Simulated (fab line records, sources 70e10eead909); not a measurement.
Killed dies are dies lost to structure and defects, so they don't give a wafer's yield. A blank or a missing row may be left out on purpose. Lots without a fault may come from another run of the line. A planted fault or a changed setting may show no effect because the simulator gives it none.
fab line records | flow nand_harc
record lots=12 wafers=36 last_day=33
route steps=1302 shown A_CONTACT@1012 END@1302
lots that met no fault: from a run of the same line without faults
start_h: hours from the record's first day to the start of the lot's first wafer shown | wait_h: hours since the lot's step before | " the same as in the row above | L1.1+2: a row that stands for several wafers | - no value, or no start given | * or withheld: withheld | < > ~ a bound
route shown NAME@n: a module of which the file shows steps, and the number in the route of the first | usual: mean/standard deviation of fault-free wafers | same: alike in all rows | chamber/n: place in a boat | sites: the reading at each site | _std_site: their standard deviation | _edge_site: outer sites' mean less inner sites' | radius_mm: how far each site lies from the wafer's centre | mask NAME#n: copy n | behind: the tool/chamber that last shaped the wafer | hold: why the lot was held/for how many hours/how that ended | device: the transistor (n, p or np) that didn't switch | end of line: the same wafers' tests at the end of the route | a step without rows: its recipe alone | killed: dies lost to structure and defects at the first sort, not the wafer's yield | map: a wafer's dies, x killed, . not, _ none there
set.NAME: the setting as run; set.NAME@STEP: as run at that earlier step | model.NAME: the simulator's own value behind a step, which no gauge read
steps of the route over a sample of lots; a table a step, a row a wafer
services: from which hour (start_h, from the record's first day; less than 0 if before it) a tool's chamber was out of use, for how many hours, and why
## steps
# step NHARC_A_CONTACT_ETCH_118
# recipe source_w=withheld pressure_mtorr=20 bias_v=3000 time_s=190 target_depth_a=18500 ar_flow_sccm=withheld c4f8_flow_sccm=withheld o2_flow_sccm=withheld chemistry=C4F8/O2/Ar
# columns lot.wafer tool chamber start_h wait_h rf_hours_counter_h
L157.1 har_cap_etch-02 0 508.66 0.1 80
L157.3 " 0 " " -
L157.4 " 1 " " -
L159.2 har_cap_etch-03 0 511.47 0.2 46
L159.5 " 1 " " -
L159.6 " 0 " " -
L160.2 har_cap_etch-02 0 519.24 0.1 83
L160.3 " 0 " " -
L160.5 " 0 " " -
L161.3 har_cap_etch-02 1 532.44 0.1 -
L161.4 " 0 " " -
L161.6 " 0 " " -
L162.2 har_cap_etch-03 0 533.79 0.2 50
L162.3 " 1 " " -
L162.5 " 1 " " -
L165.1 har_cap_etch-02 0 566.96 0.1 91
L165.2 " 1 " " 91
L165.6 " 0 " " -
L163.1 har_cap_etch-03 1 571.01 0.2 56
L163.3 " 1 " " -
L163.6 " 1 " " -
L169.1 har_cap_etch-02 0 619.42 0.2 98
L169.3 " 0 " " -
L169.6 " 1 " " -
L170.2 har_cap_etch-01 1 623.26 0.1 19
L170.4 " 0 " " -
L170.5 " 0 " " -
L174.2 har_cap_etch-02 0 661.08 0.1 109
L174.4 " 0 " " -
L174.5 " 0 " " -
L176.1 har_cap_etch-03 1 694.96 0.2 78
L176.4 " 1 " " -
L176.5 " 0 " " -
L178.2 har_cap_etch-01 1 699.28 0.1 33
L178.3 " 0 " " -
L178.6 " 1 " " -
# step NHARC_A_CONTACT_ETCH_96
# recipe target_depth_a=200 over_etch_frac=0.5 time_s=10 ion_energy_ev=250 c4f6_flow_sccm=25 o2_flow_sccm=20 ar_flow_sccm=500 rf_w=600 bias_w=500 chemistry=C4F6/O2
# usual drypump_motor_current_A=5.7/0.56 oes_product_au=0.972/0.027 rf_vpp_V=547.6/2.8 showerhead_plenum_p_Torr=3.97/0.13 throttle_valve_pct=26.904/0.0096
# columns lot.wafer tool chamber start_h wait_h drypump_motor_current_A oes_product_au rf_hours_counter_h rf_vpp_V showerhead_plenum_p_Torr throttle_valve_pct
L157.3 rie_diel-05 1 - - 5.5 0.948 29 542.4 3.73 26.908
L157.1 " 2 " " 6.2 0.940 33 552.1 4.17 26.907
L157.4 " 3 " " 5.3 0.956 31 548.4 3.95 26.905
L159.2 rie_diel-06 0 - - 6.4 0.932 4 551.1 4.09 26.899
L159.5 " 1 " " 5.0 0.943 - 546.1 3.84 26.912
L159.6 " 2 " " 6.3 0.960 - 550.7 4.02 26.893
L160.3 rie_diel-06 0 - - 6.4 0.976 5 549.9 4.09 26.907
L160.2 " 1 " " 5.1 0.954 5 546.1 3.84 26.906
L160.5 " 0 " " 6.4 0.969 - 551.6 4.09 26.902
L161.4 rie_diel-06 1 - - 5.1 1.001 7 545.4 3.84 26.906
L161.3 " 0 " " 6.4 1.016 7 551.2 4.09 26.885
L161.6 " 2 " " 6.2 1.020 - 549.6 4.02 26.892
L162.3 rie_diel-05 2 536.24 0.1 6.2 0.940 41 550.9 4.17 26.902
L162.2 " 0 " " 4.7 0.954 42 547.0 3.98 26.909
L162.5 " 2 " " 6.2 0.946 - 551.8 4.17 26.881
L165.2 rie_diel-05 1 - - 5.5 0.939 46 543.0 3.72 26.921
L165.1 " 3 " " 5.3 0.950 49 547.2 3.94 26.902
L165.6 " 1 " " 5.5 0.925 - 543.3 3.72 26.922
L163.3 rie_diel-06 1 - - 5.1 0.939 11 543.8 3.84 26.911
L163.1 " 2 " " 6.3 0.954 11 548.8 4.01 26.906
L163.6 " 0 " " 6.4 0.952 - 550.3 4.08 26.897
L169.1 rie_diel-06 0 - - 6.4 0.995 18 550.0 4.08 26.906
L169.3 " 1 " " 5.0 0.998 19 544.8 3.83 26.908
L169.6 " 1 " " 5.1 0.976 - 544.8 3.83 26.899
L170.4 rie_diel-06 0 - - 6.4 0.998 18 550.9 4.08 26.901
L170.2 " 1 " " 5.1 0.991 19 546.2 3.83 26.894
L170.5 " 2 " " 6.3 1.013 - 549.7 4.01 26.894
L174.2 rie_diel-07 0 - - 5.9 0.998 1 548.5 4.01 26.898
L174.4 " 1 " " 5.9 1.018 1 550.7 4.15 26.908
L174.5 " 0 " " 6.0 0.991 - 548.6 4.01 26.916
L176.1 rie_diel-05 3 - - 5.3 0.941 31 547.1 3.92 26.909
L176.4 " 1 " " 5.5 0.951 34 542.2 3.70 26.894
L176.5 " 3 " " 5.3 0.946 - 546.0 3.92 26.912
L178.2 rie_diel-05 2 - - 6.2 0.947 31 551.4 4.14 26.881
L178.3 " 0 " " 4.7 0.949 35 546.3 3.95 26.894
L178.6 " 3 " " 5.3 0.973 - 546.9 3.92 26.892
# step NHARC_A_CONTACT_STRIP_55
# recipe o2_flow_sccm=500 ar_flow_sccm=0 bias_w=0 chemistry=O2
# usual drypump_motor_current_A=5.7/0.54 oes_product_au=1.003/0.0094 rf_vpp_V=57.9/0.86 showerhead_plenum_p_Torr=3.56/0.13 throttle_valve_pct=17.036/0.0091
# columns lot.wafer tool chamber start_h wait_h drypump_motor_current_A oes_product_au rf_hours_counter_h rf_vpp_V showerhead_plenum_p_Torr throttle_valve_pct
L157.1 rie_diel-06 0 - - 6.4 0.991 3 58.2 3.68 17.027
L157.3 " 1 " " 5.1 1.004 4 59.5 3.45 17.033
L157.4 " 2 " " 6.3 1.009 4 59.7 3.62 17.029
L159.2 rie_diel-06 2 - - 6.3 1.006 4 58.6 3.62 17.046
L159.5 " 3 " " 5.3 0.999 - 57.9 3.54 17.047
L159.6 " 0 " " 6.4 0.989 - 59.1 3.68 17.024
L160.3 rie_diel-07 3 - - 6.2 0.998 15 59.0 3.62 17.041
L160.2 " 1 " " 5.8 1.006 18 58.1 3.76 17.048
L160.5 " 3 " " 6.1 1.000 - 56.7 3.62 17.030
L161.3 rie_diel-05 0 - - 4.7 1.006 42 59.4 3.58 17.034
L161.4 " 3 " " 5.3 0.998 39 57.1 3.55 17.034
L161.6 " 1 " " 5.5 1.009 - 57.6 3.35 17.035
L162.2 rie_diel-06 1 - - 5.0 0.986 7 58.9 3.45 17.043
L162.3 " 3 " " 5.3 0.997 7 58.3 3.54 17.039
L162.5 " 1 " " 5.1 0.993 - 57.6 3.45 17.030
L165.2 rie_diel-05 2 - - 6.2 0.999 51 60.4 3.75 17.026
L165.1 " 3 " " 5.3 0.998 49 57.7 3.55 17.035
L165.6 " 0 " " 4.7 1.013 - 58.6 3.58 17.032
L163.1 rie_diel-07 2 - - 5.7 1.000 33 57.2 3.28 17.051
L163.3 " 3 " " 6.2 1.003 37 57.1 3.60 17.019
L163.6 " 1 " " 5.8 1.002 - 57.7 3.75 17.044
L169.1 rie_diel-06 0 - - 6.4 1.005 18 58.2 3.67 17.021
L169.3 " 2 " " 6.3 1.019 20 59.1 3.61 17.042
L169.6 " 0 " " 6.4 1.017 - 58.8 3.67 17.039
L170.2 rie_diel-06 0 - - 6.4 1.000 18 58.2 3.67 17.044
L170.4 " 1 " " 5.1 1.001 19 58.1 3.45 17.054
L170.5 " 3 " " 5.3 1.005 - 58.5 3.53 17.028
L174.4 rie_diel-05 3 - - 5.3 1.006 23 56.7 3.53 17.030
L174.2 " 1 " " 5.5 0.995 25 55.6 3.33 17.053
L174.5 " 3 " " 5.3 1.005 - 57.5 3.53 17.006
L176.4 rie_diel-05 2 - - 6.2 1.005 30 59.4 3.72 17.028
L176.1 " 0 " " 4.7 1.009 34 57.2 3.56 17.036
L176.5 " 3 " " 5.3 1.024 - 57.8 3.53 17.023
L178.2 rie_diel-05 3 - - 5.3 1.026 36 58.3 3.52 17.036
L178.3 " 0 " " 4.7 1.001 37 57.3 3.56 17.043
L178.6 " 0 " " 4.7 1.004 - 58.3 3.56 17.034
# step NHARC_A_CONTACT_SOFTBAKE_64
# recipe temp_c=105 time_s=55
# usual heater_power_total_W=188.44/0.14
# columns lot.wafer tool chamber start_h wait_h heater_power_total_W
L157.1 litho_track-01 0 515 - 188.65
L157.3 " 0 " " 188.57
L157.4 " 0 " " 188.40
L159.2 litho_track-04 0 519 - 188.30
L159.5 " 0 " " 188.35
L159.6 " 0 " " 188.29
L160.2 litho_track-01 0 530 - 188.44
L160.3 " 0 " " 188.38
L160.5 " 0 " " 188.48
L161.3 litho_track-04 0 539 - 188.22
L161.4 " 0 " " 188.39
L161.6 " 0 " " 188.45
L162.2 litho_track-04 0 542 - 188.68
L162.3 " 0 " " 188.26
L162.5 " 0 " " 188.27
L165.1 litho_track-06 0 573 - 188.45
L165.2 " 0 " " 188.34
L165.6 " 0 " " 188.45
L163.1 litho_track-01 0 581 - 188.28
L163.3 " 0 " " 188.40
L163.6 " 0 " " 188.63
L169.1 litho_track-04 0 627 - 188.46
L169.3 " 0 " " 188.29
L169.6 " 0 " " 188.30
L170.2 litho_track-06 0 632 - 188.75
L170.4 " 0 " " 188.41
L170.5 " 0 " " 188.50
L174.2 litho_track-04 0 670 - 219.75
L174.4 " 0 " " 219.47
L174.5 " 0 " " 219.32
L176.1 litho_track-04 0 705 - 219.34
L176.4 " 0 " " 219.23
L176.5 " 0 " " 219.47
L178.2 litho_track-01 0 710 - 188.28
L178.3 " 0 " " 188.20
L178.6 " 0 " " 188.27
# step NHARC_END_SORT_01
# recipe temp_c=25
# usual killed_at_array=62/20 killed_at_other=0.8/1.1 killed_at_periphery=3.5/2.4 killed_dies=66/21 killed_open=3.5/1.9 killed_short=2.5/1.7
# same gross_dies=677
# columns lot.wafer tool chamber start_h wait_h killed_at_array killed_at_other killed_at_periphery killed_dies killed_open killed_short
L162.2 prober-02 0 600.55 2.8 47 1 4 52 6 2
L162.3 prober-02 0 601.34 3.1 51 2 4 57 4 3
L162.5 prober-02 0 602.91 3.6 44 1 1 46 2 6
# killed by level:class
L162.2 A_CHANNEL_HOLE_D2:chamber_film_flake=33 A_CHANNEL_HOLE_D1:chamber_film_flake=3 A_ONON_D1:geometric_particle:open=2 P_GATE:chamber_film_flake=2 A_STAIRCASE:chamber_film_flake=2 P_CONTACT:geometric_particle:open=1 P_M0:geometric_particle:open=1 A_SOURCE_PLATE:geometric_particle:open=1
L162.3 A_CHANNEL_HOLE_D2:chamber_film_flake=35 A_CONTACT:chamber_film_flake=5 A_CHANNEL_HOLE_D1:chamber_film_flake=3 A_CHANNEL_FILL_D2:geometric_particle:open=2 P_GATE:chamber_film_flake=2 A_STAIRCASE:chamber_film_flake=2 P_GATE:geometric_particle:open=1 P_CONTACT:geometric_particle:short=1
L162.5 A_CHANNEL_HOLE_D2:chamber_film_flake=29 A_CONTACT:chamber_film_flake=3 A_CHANNEL_HOLE_D1:chamber_film_flake=2 P_CONTACT:geometric_particle:open=1 A_ONON_D1:geometric_particle:short=1 A_ONON_D1:geometric_particle:open=1 A_CHANNEL_HOLE_D2:geometric_particle:short=1 A_WL_FILL:geometric_particle:short=1
## services
# columns tool chamber start_h hours kind
rie_diel-06 0 493.35 - clean
rie_diel-06 1 493.35 - clean
rie_diel-06 2 493.35 - clean
rie_diel-06 3 493.35 - clean
rie_diel-07 0 497.96 6.9 repair
har_cap_etch-01 - 500.04 17.0 pm
litho_track-01 - 505.00 7.0 pm
rie_diel-06 0 517.85 - clean
rie_diel-06 1 517.85 - clean
litho_track-06 - 529.00 7.0 pm
rie_diel-05 1 535.89 5.3 repair
litho_track-04 - 553.00 7.0 pm
rie_diel-05 0 553.50 2.5 repair
rie_diel-07 2 560.00 1.7 repair
rie_diel-05 - 583.75 9.0 pm
rie_diel-05 3 611.77 3.0 repair
rie_diel-07 2 611.94 6.7 repair
rie_diel-07 1 616.51 2.3 repair
rie_diel-06 2 630.23 8.0 repair
rie_diel-07 - 648.32 9.0 pm
rie_diel-06 - 661.35 9.0 pm
litho_track-01 - 680.00 7.0 pm
rie_diel-07 1 685.52 6.9 repair
litho_track-06 - 704.00 7.0 pm
## key
first_sign step=NHARC_A_CONTACT_SOFTBAKE_64 reading=heater_power_total_W direction=up sigmas=99+ usual=* struck=*
effect none on later readings
met_at NHARC_A_CONTACT_SOFTBAKE_64
struck_lots L174,L176
tester_left_out L174,L176
not_acting_at NHARC_A_CONTACT_ETCH_118,NHARC_A_CONTACT_ETCH_96,NHARC_A_CONTACT_STRIP_55
onset_between 627 670
fault kind=process_parameter_drift tool=litho_track-04 chamber=- onset_h=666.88 steps=NHARC_A_CONTACT_SOFTBAKE_64 channel=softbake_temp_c offset=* shape=step end_h=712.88 acts_in=* stated=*
# tester_left_out: of these lots the tester's yield and bins aren't shown, on N5 and GAA mostly nor the transistor test; their killed dies are dies lost to structure and defects alone, not to doping, threshold or leakage, so they don't give the yield
